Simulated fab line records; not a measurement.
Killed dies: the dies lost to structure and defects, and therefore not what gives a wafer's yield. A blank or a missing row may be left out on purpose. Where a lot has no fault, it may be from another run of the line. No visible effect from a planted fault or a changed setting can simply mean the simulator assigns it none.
fab line records	flow n5-finfet
record lots=6	wafers=18	last-day=18
route steps=1938 shown FIN_SAQP@92 PASSIVATION@1936
lots that met no fault: taken from a fault-free run of the same line
start-h: the number of hours between the record's first day and the start of the first shown wafer of the lot	wait-h: time in hours since the lot's previous step	" repeats the value in the row above	L1.1+2: a row that stands for several wafers	- value missing, or start not given	* or withheld: withheld	< > ~ a bound
route shown NAME@n: a module of which the file shows steps, and the number in the route of the first	usual: mean/standard deviation of fault-free wafers	same: alike in all rows	chamber/n: place in a boat	sites: readings site by site	_std_site: how widely they spread, as a standard deviation	_edge_site: mean of outer sites minus mean of inner sites	radius-mm: how far each site lies from the wafer's centre	mask NAME#n: copy n	behind: the tool/chamber that last shaped the wafer	hold: what put the lot on hold/how long, in hours/how the hold closed	device: whichever transistor did not switch (one of n, p or np)	end of line: the route-end tests of the same wafers	a step with no rows: only its recipe	killed: count of dies lost to structure and defects at first sort (not the wafer's yield)	map: a wafer's dies, marking killed ones x, the rest . and places with no die _
set.NAME: setting as actually run; set.NAME@STEP: the setting as run at that earlier step	model.NAME: the simulator's own value behind a step, which no gauge read
lots at selected steps of the route; one table per step, one row per wafer
services: when a tool's chamber went out of use (start-h, in hours from the record's first day, below 0 if earlier), for how many hours, and the reason
## steps
# step N5_FIN_SAQP_PRECLEAN_44
# recipe chemistry=SC2	time-s=45	temp-c=35	mix=1:1:50
# step N5_FIN_SAQP_SRD_01
# recipe dry=ipa-marangoni	time-s=30	temp-c=23	rinse-liquid=diw
# step N5_FIN_SAQP_ALD_61
# recipe material=SiO2	target-thk-a=40	temp-c=300	ald-precursor-family=BDEAS	ald-co-reactant=O2-plasma	pulse-time-s=1	purge-time-s=2	co-reactant-purge-time-s=2	ald-cycles=43	pressure-torr=2
# step N5_FIN_SAQP_DENSIFY_62
# recipe temp-c=700	time-s=60	ambient=N2	idle-temp-c=600	ramp-up-c-per-s=150	ramp-down-c-per-s=60	cool-to-c=600
# usual lamp-power-pct=9.85/0.051	lamp_zone_1_pct=9.846/0.011	wafer_temp_C_max=703.3/0.65
lot.wafer	tool	chamber	start-h	wait-h	lamp-power-pct	lamp_zone_1_pct	wafer_temp_C_max
L180.2	rtp-anneal-01	0	21.54	0.1	9.83	9.853	704.0
L180.4	"	0	"	"	9.89	9.856	703.1
L180.6	"	0	"	"	9.89	9.854	703.2
L187.3	rtp-anneal-01	0	63.22	0.3	9.83	9.859	703.1
L187.4	"	0	"	"	9.87	9.855	703.4
L187.5	"	0	"	"	9.82	9.862	702.9
L195.2	rtp-anneal-02	0	110.83	0.4	9.92	9.874	703.0
L195.3	"	0	"	"	9.79	9.844	704.4
L195.5	"	0	"	"	9.81	9.830	703.5
L196.1	rtp-anneal-01	0	116.69	0.1	9.87	9.827	704.1
L196.2	"	0	"	"	9.82	9.857	703.3
L196.5	"	0	"	"	9.84	9.848	703.8
L198.1	rtp-anneal-01	0	128.61	0.1	9.75	9.831	704.0
L198.2	"	0	"	"	9.84	9.849	702.8
L198.4	"	0	"	"	9.85	9.839	704.4
L202.3	rtp-anneal-01	0	154.78	0.3	9.84	9.859	702.8
L202.4	"	0	"	"	9.78	9.853	703.4
L202.6	"	0	"	"	9.87	9.853	703.7
# step N5_FIN_SAQP_HM_DEP_03
# recipe material=SiNx	target-thk-a=380	temp-c=400	precursor=SiH4/NH3/N2	pressure-torr=1.5	rf-w=300	time-s=33.6
# step N5_FIN_SAQP_THK_MEAS_05
# usual thk-nm=38.4/0.56
lot.wafer	tool	chamber	start-h	wait-h	thk-nm
L180.2	film-metro-02	-	21.86	0.1	38.5
L180.4	"	-	"	"	39.0
L180.6	"	-	"	"	38.7
L187.3	film-metro-02	-	63.48	0.1	37.7
L187.4	"	-	"	"	38.7
L187.5	"	-	"	"	38.9
L195.2	film-metro-01	-	111.10	0.1	37.6
L195.3	"	-	"	"	38.1
L195.5	"	-	"	"	37.8
L196.1	film-metro-02	-	117.00	0.1	39.0
L196.2	"	-	"	"	38.2
L196.5	"	-	"	"	38.6
L198.1	film-metro-01	-	128.91	0.1	37.7
L198.2	"	-	"	"	37.2
L198.4	"	-	"	"	37.5
L202.3	film-metro-02	-	155.03	0.1	38.6
L202.4	"	-	"	"	39.7
L202.6	"	-	"	"	39.2
# step N5_FIN_SAQP_PECVD_47
# recipe material=a-Si	target-thk-a=450	temp-c=400	precursor=SiH4/He	pressure-torr=3	rf-w=100	time-s=36.3
# usual heater-power-w=781/81	rf-fwd-power-W=99.0/0.35	showerhead-plenum-p-Torr=5.65/0.046	throttle-valve-pct=17.5/0.8
lot.wafer	tool	chamber	start-h	wait-h	heater-power-w	rf-fwd-power-W	showerhead-plenum-p-Torr	throttle-valve-pct
L180.2	pecvd-04	2	21.89	0.0	687	99.7	5.69	16.9
L180.4	"	1	"	"	877	98.6	5.64	19.2
L180.6	"	0	"	"	580	99.4	5.57	16.6
L187.3	pecvd-04	2	63.51	0.0	655	98.9	5.67	17.1
L187.4	"	1	"	"	868	98.7	5.63	19.2
L187.5	"	2	"	"	686	99.0	5.68	17.1
L195.2	pecvd-02	2	111.14	0.0	784	98.2	5.68	16.8
L195.3	"	1	"	"	875	98.9	5.61	17.7
L195.5	"	1	"	"	860	98.7	5.62	17.7
L196.1	pecvd-04	1	117.03	0.0	879	98.9	5.62	19.2
L196.2	"	0	"	"	626	99.2	5.57	16.9
L196.5	"	0	"	"	640	98.9	5.57	16.8
L198.1	pecvd-02	1	128.94	0.0	749	98.8	5.61	17.4
L198.2	"	0	"	"	743	98.7	5.63	17.2
L198.4	"	1	"	"	755	98.9	5.61	17.5
L202.3	pecvd-03	0	155.06	0.0	851	99.1	5.65	18.7
L202.4	"	0	"	"	822	99.5	5.65	18.5
L202.6	"	2	"	"	783	99.0	5.71	16.9
# step N5_FIN_SAQP_PECVD_48
# recipe material=SiNx	target-thk-a=250	temp-c=400	precursor=SiH4/NH3/N2	pressure-torr=1.5	rf-w=300	time-s=22.1
# usual heater-power-w=715/75	rf-fwd-power-W=297.1/1.2	showerhead-plenum-p-Torr=5.12/0.061	throttle-valve-pct=38.4/1.8
lot.wafer	tool	chamber	start-h	wait-h	heater-power-w	rf-fwd-power-W	showerhead-plenum-p-Torr	throttle-valve-pct
L180.2	pecvd-04	2	21.93	0.0	680	295.8	5.15	37.1
L180.4	"	1	"	"	827	297.1	5.10	41.9
L180.6	"	0	"	"	578	297.6	5.02	36.2
L187.3	pecvd-04	2	63.56	0.0	686	297.8	5.16	37.2
L187.4	"	1	"	"	738	296.7	5.09	41.8
L187.5	"	2	"	"	689	299.4	5.16	37.5
L195.2	pecvd-02	2	111.18	0.0	717	296.0	5.16	36.5
L195.3	"	1	"	"	722	298.8	5.06	38.5
L195.5	"	1	"	"	723	296.4	5.08	38.3
L196.1	pecvd-04	1	117.07	0.0	823	296.4	5.08	42.0
L196.2	"	0	"	"	557	295.4	5.02	36.6
L196.5	"	0	"	"	550	298.2	5.02	37.0
L198.1	pecvd-02	1	128.99	0.0	724	297.1	5.07	38.1
L198.2	"	0	"	"	790	295.1	5.11	38.1
L198.4	"	1	"	"	745	297.1	5.06	38.5
L202.3	pecvd-03	0	155.10	0.0	724	297.4	5.09	40.6
L202.4	"	0	"	"	702	297.6	5.09	40.5
L202.6	"	2	"	"	645	295.0	5.20	37.3
# step N5_FIN_SAQP_PECVD_06
# recipe material=a-Si	target-thk-a=600	temp-c=400	precursor=SiH4/He	pressure-torr=3	rf-w=100	time-s=48.1
# usual heater-power-w=793/77	rf-fwd-power-W=99.3/0.33	showerhead-plenum-p-Torr=5.65/0.046	throttle-valve-pct=17.5/0.8
lot.wafer	tool	chamber	start-h	wait-h	heater-power-w	rf-fwd-power-W	showerhead-plenum-p-Torr	throttle-valve-pct
L180.2	pecvd-04	2	21.97	0.0	697	99.3	5.67	17.0
L180.4	"	1	"	"	880	99.0	5.62	19.2
L180.6	"	0	"	"	677	99.0	5.57	17.0
L187.3	pecvd-04	2	63.60	0.0	704	99.4	5.68	17.1
L187.4	"	1	"	"	897	99.4	5.64	18.9
L187.5	"	2	"	"	700	99.0	5.68	17.2
L195.2	pecvd-02	2	111.22	0.0	736	99.1	5.67	16.8
L195.3	"	1	"	"	784	99.6	5.60	17.5
L195.5	"	1	"	"	758	99.4	5.62	17.2
L196.1	pecvd-04	1	117.11	0.0	940	98.4	5.63	19.2
L196.2	"	0	"	"	648	99.7	5.58	17.0
L196.5	"	0	"	"	668	99.4	5.58	17.0
L198.1	pecvd-02	1	129.02	0.0	898	99.2	5.59	17.6
L198.2	"	0	"	"	870	98.8	5.64	17.5
L198.4	"	1	"	"	860	99.8	5.61	17.5
L202.3	pecvd-03	0	155.14	0.0	771	99.4	5.63	18.4
L202.4	"	0	"	"	771	99.1	5.64	18.3
L202.6	"	2	"	"	785	99.2	5.70	17.0
# step N5_FIN_SAQP_THK_MEAS_07
# usual thk-nm=60.2/0.97
lot.wafer	tool	chamber	start-h	wait-h	thk-nm
L180.2	film-metro-02	-	22.06	0.1	60.7
L180.4	"	-	"	"	61.1
L180.6	"	-	"	"	61.1
L187.3	film-metro-02	-	63.69	0.1	60.0
L187.4	"	-	"	"	59.8
L187.5	"	-	"	"	60.7
L195.2	film-metro-02	-	111.31	0.1	60.1
L195.3	"	-	"	"	58.2
L195.5	"	-	"	"	59.6
L196.1	film-metro-02	-	117.20	0.1	58.7
L196.2	"	-	"	"	58.7
L196.5	"	-	"	"	59.7
L198.1	film-metro-02	-	129.11	0.1	58.6
L198.2	"	-	"	"	59.6
L198.4	"	-	"	"	59.6
L202.3	film-metro-02	-	155.23	0.1	59.9
L202.4	"	-	"	"	61.0
L202.6	"	-	"	"	61.5
# step N5_FIN_SAQP_HM_DEP_72
# recipe material=SiO2	target-thk-a=120	temp-c=400	precursor=SiH4/N2O	pressure-torr=0.75	rf-w=275	time-s=7.2
# usual heater-power-w=721/77	rf-fwd-power-W=272.8/1	showerhead-plenum-p-Torr=8.10/0.13
lot.wafer	tool	chamber	start-h	wait-h	heater-power-w	rf-fwd-power-W	showerhead-plenum-p-Torr
L180.2	pecvd-04	2	22.10	0.0	702	272.5	8.19
L180.4	"	2	"	"	703	271.5	8.18
L180.6	"	1	"	"	855	272.9	8.04
L187.3	pecvd-02	0	63.72	0.0	780	272.9	8.05
L187.4	"	0	"	"	796	271.6	8.06
L187.5	"	2	"	"	812	271.8	8.17
L195.2	pecvd-04	0	111.35	0.0	564	272.1	7.89
L195.3	"	2	"	"	705	275.1	8.18
L195.5	"	2	"	"	691	274.9	8.18
L196.1	pecvd-02	0	117.24	0.0	780	271.3	8.08
L196.2	"	1	"	"	725	273.0	7.99
L196.5	"	0	"	"	780	272.9	8.06
L198.1	pecvd-02	0	129.15	0.0	714	273.4	8.06
L198.2	"	1	"	"	673	272.8	7.98
L198.4	"	2	"	"	713	272.9	8.15
L202.3	pecvd-03	1	155.27	0.0	670	272.8	8.36
L202.4	"	1	"	"	680	273.0	8.33
L202.6	"	0	"	"	818	274.0	8.08
# step N5_FIN_SAQP_COAT_49
# recipe resist=SOC	temp-c=250	time-s=60	spin-rpm=1500	resist-thk-nm=100
# step N5_FIN_SAQP_COAT_50
# recipe resist=SiARC	temp-c=220	time-s=60	spin-rpm=1500	resist-thk-nm=35
# usual spin-speed-rpm=1499.9/1.1
lot.wafer	tool	chamber	start-h	wait-h	spin-speed-rpm	model.SiARC_of_FIN_SAQP_COAT_50.thk-nm
L180.2	litho-track-02	0	22.18	-	1500.2	35.02
L180.4	"	0	"	"	1501.0	34.93
L180.6	"	0	"	"	1499.7	34.85
L187.3	litho-track-05	0	63.80	-	1499.2	34.93
L187.4	"	0	"	"	1499.1	34.96
L187.5	"	0	"	"	1500.0	35.04
L195.2	litho-track-02	0	111.42	-	1456.8	35.4
L195.3	"	0	"	"	1455.1	35.43
L195.5	"	0	"	"	1457.3	35.46
L196.1	litho-track-02	0	117.32	-	1457.1	35.44
L196.2	"	0	"	"	1456.9	35.31
L196.5	"	0	"	"	1460.3	35.29
L198.1	litho-track-03	0	129.23	-	1499.6	34.96
L198.2	"	0	"	"	1499.9	35.09
L198.4	"	0	"	"	1501.2	34.84
L202.3	litho-track-03	0	155.35	-	1499.4	35.13
L202.4	"	0	"	"	1500.2	34.93
L202.6	"	0	"	"	1501.6	34.96
# step N5_FIN_SAQP_COAT_10
# recipe resist=CAR-ArF	spin-rpm=1500	resist-thk-nm=90
# step N5_FIN_SAQP_EBR_12
# recipe solvent=PGMEA	ebr-width-mm=1.5
# step N5_FIN_SAQP_SOFTBAKE_11
# recipe temp-c=110	time-s=60	resist=CAR-ArF
# step N5_FIN_SAQP_EXPOSE_13
# recipe mask-id=FIN_CORE	na=1.35	source-shape=dipole	sigma-inner=0.538	sigma-outer=0.738	polarization=te	target-cd-nm=35.6	dose-mj=63.25
# step N5_FIN_SAQP_PEB_14
# recipe peb-temp-c=withheld	peb-time-s=60	resist=CAR-ArF
# step N5_FIN_SAQP_DEVELOP_15
# recipe develop-time-s=30	developer=TMAH	resist=CAR-ArF	dev-temp-c=23	rinse-liquid=diw	dry=air-spin
# step N5_FIN_SAQP_CD_MEAS_16
# recipe target-cd-nm=35.6	landing-energy-ev=500	detector=se-inlens
# usual cd-nm=35.7/0.34
lot.wafer	tool	chamber	start-h	wait-h	cd-nm
L180.2	cd-sem-01	0	22.55	-	35.4
L180.4	"	0	"	"	35.5
L180.6	"	0	"	"	35.2
L187.3	cd-sem-01	0	64.17	-	36.1
L187.4	"	0	"	"	35.2
L187.5	"	0	"	"	35.2
L195.2	cd-sem-02	0	111.67	-	35.4
L195.3	"	0	"	"	35.3
L195.5	"	0	"	"	35.2
L196.1	cd-sem-01	0	117.56	-	35.8
L196.2	"	0	"	"	35.4
L196.5	"	0	"	"	35.4
L198.1	cd-sem-02	0	129.60	-	35.9
L198.2	"	0	"	"	36.4
L198.4	"	0	"	"	35.6
L202.3	cd-sem-01	0	155.60	-	35.2
L202.4	"	0	"	"	35.3
L202.6	"	0	"	"	35.3
# step N5_FIN_SAQP_OVL_MEAS_17
# recipe points-per-wafer=44
# usual FIN_CORE_OVL=-0.8/0.78
lot.wafer	tool	chamber	start-h	wait-h	FIN_CORE_OVL[nm]
L180.2	overlay-02	0	22.59	0.0	-0.5
L180.4	"	0	"	"	0.0
L180.6	"	0	"	"	0.2
L187.3	overlay-02	0	64.21	0.0	-1.4
L187.4	"	0	"	"	-1.3
L187.5	"	0	"	"	-0.6
L195.2	overlay-01	0	111.71	0.0	-0.2
L195.3	"	0	"	"	0.5
L195.5	"	0	"	"	-0.8
L196.1	overlay-02	0	117.60	0.0	0.9
L196.2	"	0	"	"	-0.8
L196.5	"	0	"	"	-0.2
L198.1	overlay-01	0	129.64	0.0	0.4
L198.2	"	0	"	"	-1.7
L198.4	"	0	"	"	0.3
L202.3	overlay-02	0	155.63	0.0	-0.8
L202.4	"	0	"	"	-0.7
L202.6	"	0	"	"	-1.3
# step N5_FIN_SAQP_INSPECT_18
# recipe mode=adi	inspect-instrument=brightfield
# usual raw-defect-count=427/130
lot.wafer	tool	chamber	start-h	wait-h	raw-defect-count
L180.2	defect-inspect-02	-	22.61	0.0	518
L180.4	"	-	"	"	533
L180.6	"	-	"	"	908
L187.3	defect-inspect-01	-	64.23	0.0	469
L187.4	"	-	"	"	208
L187.5	"	-	"	"	329
L195.2	defect-inspect-02	-	111.73	0.0	366
L195.3	"	-	"	"	521
L195.5	"	-	"	"	378
L196.1	defect-inspect-02	-	117.63	0.0	346
L196.2	"	-	"	"	290
L196.5	"	-	"	"	361
L198.1	defect-inspect-01	-	129.66	0.0	254
L198.2	"	-	"	"	338
L198.4	"	-	"	"	294
L202.3	defect-inspect-02	-	155.66	0.0	266
L202.4	"	-	"	"	537
L202.6	"	-	"	"	405
# step N5_FIN_SAQP_DESCUM_21
# recipe chemistry=O2	time-s=7.9	source-power-w=50	bias-power-w=20	pressure-mtorr=20	rf-frequency-hz=2.712e+07	temp-c=40	resist=CAR-ArF	o2-flow-sccm=225
# step N5_FIN_SAQP_ETCH_51
# recipe chemistry=CF4	target=SiARC	target-depth-a=455	mask-material=CAR-ArF	time-s=75.8	ion-energy-ev=80	pressure-mtorr=40	source-w=545	bias-w=36	Ar_flow_sccm=100	cf4-flow-sccm=100	ends=cleared
# usual drypump-motor-current-A=5.5/0.32	etch-rf-on-time-s=75.5/1.3	oes-product-au=0.67/0.062	rf-fwd-power-W=538.7/2.8	rf-vpp-V=184.3/1.1	showerhead-plenum-p-Torr=2.15/0.053	throttle-valve-pct=15.73/0.18
lot.wafer	tool	chamber	start-h	wait-h	drypump-motor-current-A	etch-rf-on-time-s	oes-product-au	rf-fwd-power-W	rf-hours-counter-h	rf-vpp-V	showerhead-plenum-p-Torr	throttle-valve-pct	model.etch.depth-nm	model.CAR-ArF_of_FIN_SAQP_COAT_10.thk-nm
L180.2	rie-diel-01	1	22.92	0.0	5.7	75.9	0.59	535.9	234	184.1	2.20	15.96	35.02	51.16
L180.4	"	2	"	"	5.6	74.4	0.74	539.4	-	183.7	2.17	15.61	34.93	51
L180.6	"	0	"	"	5.7	75.5	0.79	541.1	-	184.2	2.18	15.48	34.85	51.14
L187.3	rie-diel-02	1	64.69	0.0	5.2	75.4	0.68	538.1	105	185.1	2.16	15.57	34.93	51.36
L187.4	"	0	"	"	6.1	74.2	0.70	539.6	115	183.2	2.07	15.48	34.96	51.03
L187.5	"	0	"	"	6.2	74.9	0.70	542.7	-	182.6	2.07	15.47	35.04	50.93
L195.2	rie-diel-01	0	111.80	0.0	5.7	77.0	0.73	538.6	50	184.5	2.17	15.56	35.4	50.43
L195.3	"	3	"	"	5.7	74.3	0.65	537.5	164	183.3	2.13	15.83	35.43	49.92
L195.5	"	0	"	"	5.7	78.4	0.72	538.9	-	184.6	2.17	15.57	35.46	50.38
L196.1	rie-diel-01	0	117.69	0.0	5.7	77.5	0.72	541.0	52	184.1	2.17	15.56	35.44	50.21
L196.2	"	1	"	"	5.7	75.5	0.83	535.8	6	184.9	2.19	15.46	35.31	50.83
L196.5	"	3	"	"	5.7	74.1	0.64	535.0	-	183.2	2.13	15.81	35.29	50.57
L198.1	rie-diel-01	2	129.73	0.0	5.6	74.4	0.71	540.7	81	183.9	2.16	15.67	34.96	50.92
L198.2	"	3	"	"	5.7	73.1	0.65	536.1	170	183.1	2.13	15.82	35.09	50.79
L198.4	"	0	"	"	5.8	75.9	0.72	541.5	55	184.3	2.17	15.57	34.84	51.21
L202.3	rie-diel-06	3	155.72	0.0	5.9	76.8	0.65	541.7	156	181.1	2.07	15.75	35.13	50.66
L202.4	"	3	"	"	5.9	76.4	0.65	543.6	-	184.5	2.07	15.76	34.93	51.03
L202.6	"	0	"	"	5.2	77.5	0.61	536.7	-	186.3	2.22	15.98	34.96	50.64
# step N5_FIN_SAQP_ETCH_52
# recipe chemistry=N2/H2	target=SOC	target-depth-a=1000	overetch-a=200	mask-material=SiARC	temp-c=40	time-s=150	ion-energy-ev=200	pressure-mtorr=30	source-w=840	bias-w=150	n2-flow-sccm=200	h2-flow-sccm=200	ends=end-point
# usual drypump-motor-current-A=5.5/0.32	oes-product-au=0.70/0.063	rf-fwd-power-W=836/3.3	rf-vpp-V=524.2/2.1	showerhead-plenum-p-Torr=2.55/0.071	throttle-valve-pct=17.93/0.19
lot.wafer	tool	chamber	start-h	wait-h	drypump-motor-current-A	oes-product-au	rf-fwd-power-W	rf-hours-counter-h	rf-vpp-V	showerhead-plenum-p-Torr	throttle-valve-pct	model.SiARC_of_FIN_SAQP_COAT_50.thk-nm
L180.2	rie-diel-01	1	22.97	0.0	5.7	0.62	834	234	525.6	2.60	17.97	29.07
L180.4	"	2	"	"	5.7	0.77	839	-	525.6	2.59	17.94	29.06
L180.6	"	0	"	"	5.7	0.82	841	-	525.0	2.60	17.81	28.98
L187.3	rie-diel-02	1	64.74	0.0	5.2	0.72	840	105	524.1	2.57	17.77	29.23
L187.4	"	0	"	"	6.2	0.72	835	115	520.9	2.45	17.70	29.2
L187.5	"	0	"	"	6.2	0.72	838	-	521.2	2.45	17.68	29.25
L195.2	rie-diel-01	0	111.86	0.0	5.8	0.77	836	50	525.3	2.59	17.85	29.57
L195.3	"	3	"	"	5.7	0.67	831	164	523.7	2.53	17.95	29.23
L195.5	"	0	"	"	5.8	0.77	841	-	524.8	2.59	17.87	29.64
L196.1	rie-diel-01	0	117.75	0.0	5.7	0.76	835	52	524.0	2.59	17.85	29.56
L196.2	"	1	"	"	5.8	0.86	832	6	525.9	2.59	17.52	29.24
L196.5	"	3	"	"	5.7	0.67	834	-	524.3	2.53	17.96	29.16
L198.1	rie-diel-01	2	129.79	0.0	5.6	0.73	832	81	526.1	2.57	18.02	29.15
L198.2	"	3	"	"	5.7	0.66	835	170	524.5	2.53	17.98	28.89
L198.4	"	0	"	"	5.7	0.76	837	56	524.6	2.58	17.87	29.01
L202.3	rie-diel-06	3	155.78	0.0	5.9	0.68	836	156	520.5	2.45	18.06	29.36
L202.4	"	3	"	"	5.9	0.68	836	-	519.9	2.45	18.06	29.15
L202.6	"	0	"	"	5.2	0.66	840	-	526.6	2.62	18.06	29.36
# step N5_FIN_SAQP_STRIP_53
# recipe chemistry=N2/H2	temp-c=40	n2-flow-sccm=200	h2-flow-sccm=200	rf-frequency-hz=6e+07
# step N5_PASSIVATION_PROBE_49
# usual killed_at_M0_to_M3=35/12	killed_at_M4_up=13/5.8	killed-at-contacts=12/5.5	killed-at-front-end=36/9.9	killed-at-other=4/3.7	killed-dies=101/18	killed-open=66/13	killed-short=33/8
# same gross-dies=1180	killed-at-back-side=0
lot.wafer	tool	chamber	start-h	wait-h	killed_at_M0_to_M3	killed_at_M4_up	killed-at-contacts	killed-at-front-end	killed-at-other	killed-dies	killed-open	killed-short
L180.2	prober-01	-	270.83	0.1	47	15	9	21	1	93	62	31
L180.4	prober-01	-	270.93	0.2	26	15	15	30	2	88	59	29
L180.6	prober-01	-	271.03	0.3	36	14	6	26	1	83	58	25
L187.3	prober-02	-	332.44	0.1	45	13	13	33	5	109	67	42
L187.4	prober-02	-	332.49	0.2	35	11	13	20	6	85	54	31
L187.5	prober-02	-	332.54	0.2	40	10	14	18	1	83	56	27
L195.2	prober-02	-	371.62	0.1	57	24	3	16	4	104	71	33
L195.3	prober-02	-	371.67	0.1	52	12	7	44	6	121	77	34
L195.5	prober-02	-	371.77	0.2	53	12	2	21	8	96	61	34
L196.1	prober-02	-	377.08	0.0	19	7	12	44	9	91	57	25
L196.2	prober-02	-	377.13	0.1	27	8	17	30	20	102	67	33
L196.5	prober-02	-	377.28	0.2	33	6	17	27	14	97	52	43
L198.1	prober-02	-	393.62	0.0	23	14	14	39	4	94	62	28
L198.2	prober-02	-	393.67	0.1	19	11	6	17	0	53	28	24
L198.4	prober-02	-	393.77	0.2	32	13	8	21	7	81	62	17
# killed by level:class
L180.2 BEOL_M0_SAQP:geometric-particle:short=14 BEOL_M0_SAQP:geometric-particle:open=13 BEOL_M3:geometric-particle:open=8 MOL_CONTACT_COAG:geometric-particle:open=8 BEOL_M4:geometric-particle:open=8 BEOL_M1:geometric-particle:short=6 FIN_SAQP:geometric-particle:open=5 DUMMY_GATE:geometric-particle:open=5
L180.4 MOL_CONTACT_COAG:geometric-particle:open=13 GATE_CUT:geometric-particle:short=8 BEOL_M0_SAQP:geometric-particle:open=8 BEOL_M4:geometric-particle:open=8 FIN_SAQP:geometric-particle:open=6 BEOL_M3:geometric-particle:open=6 FIN_SAQP:geometric-particle:short=4 DUMMY_GATE:geometric-particle:open=4
L180.6 FIN_SAQP:geometric-particle:open=14 BEOL_M0_SAQP:geometric-particle:short=10 BEOL_M4:geometric-particle:open=10 BEOL_M3:geometric-particle:open=9 BEOL_M0_SAQP:geometric-particle:open=6 BEOL_M2:geometric-particle:open=6 FIN_SAQP:geometric-particle:short=4 MOL_CONTACT_COAG:geometric-particle:open=4
L187.3 BEOL_M2:geometric-particle:open=16 MOL_CONTACT_COAG:geometric-particle:open=11 BEOL_M0_SAQP:geometric-particle:short=8 BEOL_M0_SAQP:geometric-particle:open=8 GATE_CUT:geometric-particle:short=7 BEOL_M3:geometric-particle:open=7 FIN_SAQP:geometric-particle:short=6 BEOL_M4:geometric-particle:open=5
L187.4 MOL_CONTACT_COAG:geometric-particle:open=12 BEOL_M1:geometric-particle:open=8 BEOL_M2:geometric-particle:open=7 BEOL_M0_SAQP:geometric-particle:open=6 FIN_SAQP:geometric-particle:short=5 BEOL_M7:geometric-particle:open=5 BEOL_M1:geometric-particle:short=4 GATE_CUT:geometric-particle:short=3
L187.5 BEOL_M0_SAQP:geometric-particle:open=13 BEOL_M0_SAQP:geometric-particle:short=13 MOL_CONTACT_COAG:geometric-particle:open=11 BEOL_M3:geometric-particle:open=6 STI_FIN_REVEAL:geometric-particle:open=4 FIN_SAQP:geometric-particle:open=3 GATE_CUT:geometric-particle:open=3 MOL_CONTACT_COAG:geometric-particle:short=3
L195.2 BEOL_M1:geometric-particle:open=12 BEOL_M0_SAQP:geometric-particle:short=11 BEOL_M4:geometric-particle:open=10 BEOL_M0_SAQP:geometric-particle:open=9 BEOL_M2:geometric-particle:open=9 BEOL_M3:geometric-particle:open=8 BEOL_M5:geometric-particle:open=6 GATE_CUT:geometric-particle:short=5
L195.3 BEOL_M1:geometric-particle:open=12 DUMMY_GATE:geometric-particle:open=9 BEOL_M0_SAQP:geometric-particle:open=9 HKMG_FIN:area-etch=9 BEOL_M2:geometric-particle:open=8 FIN_SAQP:geometric-particle:open=7 BEOL_M3:geometric-particle:open=6 MOL_CONTACT_COAG:geometric-particle:open=5
L195.5 BEOL_M0_SAQP:geometric-particle:short=16 BEOL_M0_SAQP:geometric-particle:open=15 BEOL_M1:geometric-particle:open=12 BEOL_M5:geometric-particle:open=7 STARTING-WAFER:geometric-particle:short=5 PASS1_CAP:geometric-particle:open=4 FIN_SAQP:geometric-particle:short=3 FIN_CUT:geometric-particle:open=3
L196.1 MOL_CONTACT_COAG:geometric-particle:open=10 STI_FIN_REVEAL:geometric-particle:open=9 HKMG_FIN:area-etch=9 FIN_SAQP:geometric-particle:open=7 FIN_SAQP:geometric-particle:short=6 BEOL_M0_SAQP:geometric-particle:open=5 MIM_BOT:geometric-particle:short=5 BEOL_M0_SAQP:geometric-particle:short=4
L196.2 MOL_CONTACT_COAG:geometric-particle:open=13 BEOL_M3:geometric-particle:open=9 BEOL_M2:geometric-particle:open=8 STI_FIN_REVEAL:geometric-particle:open=6 FIN_SAQP:geometric-particle:open=5 BEOL_M0_SAQP:geometric-particle:open=5 FIN_SAQP:geometric-particle:short=4 PASS1_CAP:geometric-particle:short=4
L196.5 MOL_CONTACT_COAG:geometric-particle:open=14 BEOL_M3:geometric-particle:open=8 BEOL_M0_SAQP:geometric-particle:short=7 MIM_BOT:geometric-particle:short=7 BEOL_M0_SAQP:geometric-particle:open=6 FIN_SAQP:geometric-particle:short=5 ILD0:geometric-particle:short=5 BEOL_M3:geometric-particle:short=5
L198.1 BEOL_M0_SAQP:geometric-particle:open=11 FIN_SAQP:geometric-particle:open=10 MOL_CONTACT_COAG:geometric-particle:open=9 FIN_SAQP:geometric-particle:short=8 STI_FIN_REVEAL:geometric-particle:open=5 MOL_CONTACT_COAG:geometric-particle:short=5 BEOL_M0_SAQP:geometric-particle:short=5 MIM_TOP:geometric-particle:open=4
L198.2 BEOL_M0_SAQP:geometric-particle:short=8 MOL_CONTACT_COAG:geometric-particle:open=5 BEOL_M0_SAQP:geometric-particle:open=5 BEOL_M4:geometric-particle:open=4 DUMMY_GATE:geometric-particle:open=3 GATE_CUT:geometric-particle:short=3 BEOL_M3:geometric-particle:open=3 DUMMY_GATE:geometric-particle:short=2
L198.4 BEOL_M3:geometric-particle:open=15 MOL_CONTACT_COAG:geometric-particle:open=8 STI_FIN_REVEAL:geometric-particle:open=7 BEOL_M0_SAQP:geometric-particle:open=5 BEOL_M2:geometric-particle:open=5 BEOL_M4:geometric-particle:open=5 GATE_CUT:geometric-particle:short=4 BEOL_M0_SAQP:geometric-particle:short=4
## services
tool	chamber	start-h	hours	kind
pecvd-04	1	6.45	5.5	scheduled-down
rie-diel-01	3	11.41	5.0	repair
rie-diel-01	2	17.74	2.4	repair
pecvd-03	2	21.12	-	clean
pecvd-03	2	21.12	-	consumable-replace:showerhead
pecvd-03	2	21.12	29.0	scheduled-down
pecvd-03	2	21.12	29.0	vent-cycle
pecvd-03	1	21.88	5.5	scheduled-down
rie-diel-01	3	22.36	1.3	repair
rie-diel-01	-	27.29	0.3	repair
pecvd-03	0	28.94	5.5	scheduled-down
rie-diel-01	1	72.25	-	clean
rie-diel-01	1	72.25	-	consumable-replace:esc
rie-diel-01	1	72.25	-	consumable-replace:focus-ring
rie-diel-01	1	72.25	27.6	scheduled-down
rie-diel-01	1	72.25	27.6	vent-cycle
rie-diel-01	2	84.59	4.7	repair
pecvd-03	-	84.72	2.8	pm
rie-diel-02	0	92.12	4.1	repair
rie-diel-06	3	93.50	2.2	repair
pecvd-02	0	105.46	5.5	scheduled-down
pecvd-03	1	121.21	3.7	repair
pecvd-04	-	128.28	5.5	pm
pecvd-02	1	151.37	2.1	scheduled-down
## key
first-sign step=N5_FIN_SAQP_COAT_50	reading=spin-speed-rpm	direction=down	sigmas=40	usual=*	struck=*
effect none on later readings
model-effect step=N5_FIN_SAQP_COAT_50	value=SiARC_of_FIN_SAQP_COAT_50.thk-nm	without=34.88	struck=35.39
model-effect step=N5_FIN_SAQP_ETCH_51	value=etch.depth-nm	without=34.88	struck=35.39
model-effect step=N5_FIN_SAQP_ETCH_52	value=SiARC_of_FIN_SAQP_COAT_50.thk-nm	without=28.89	struck=29.4
met-at N5_FIN_SAQP_COAT_50
struck-wafers L195.2,L195.3,L195.5,L196.1,L196.2,L196.5
tester-left-out L195,L196
onset-between 22.18 111.42
fault kind=process-parameter-drift	tool=litho-track-02	chamber=-	onset-h=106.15	steps=N5_FIN_SAQP_COAT_50	channel=spin-rpm	offset=*	shape=step	end-h=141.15	acts-in=*	stated=*
# tester-left-out: of these lots the tester's yield and bins aren't shown, on N5 and GAA mostly nor the transistor test; their killed dies are dies lost to structure and defects alone, not to doping, threshold or leakage, so they don't give the yield
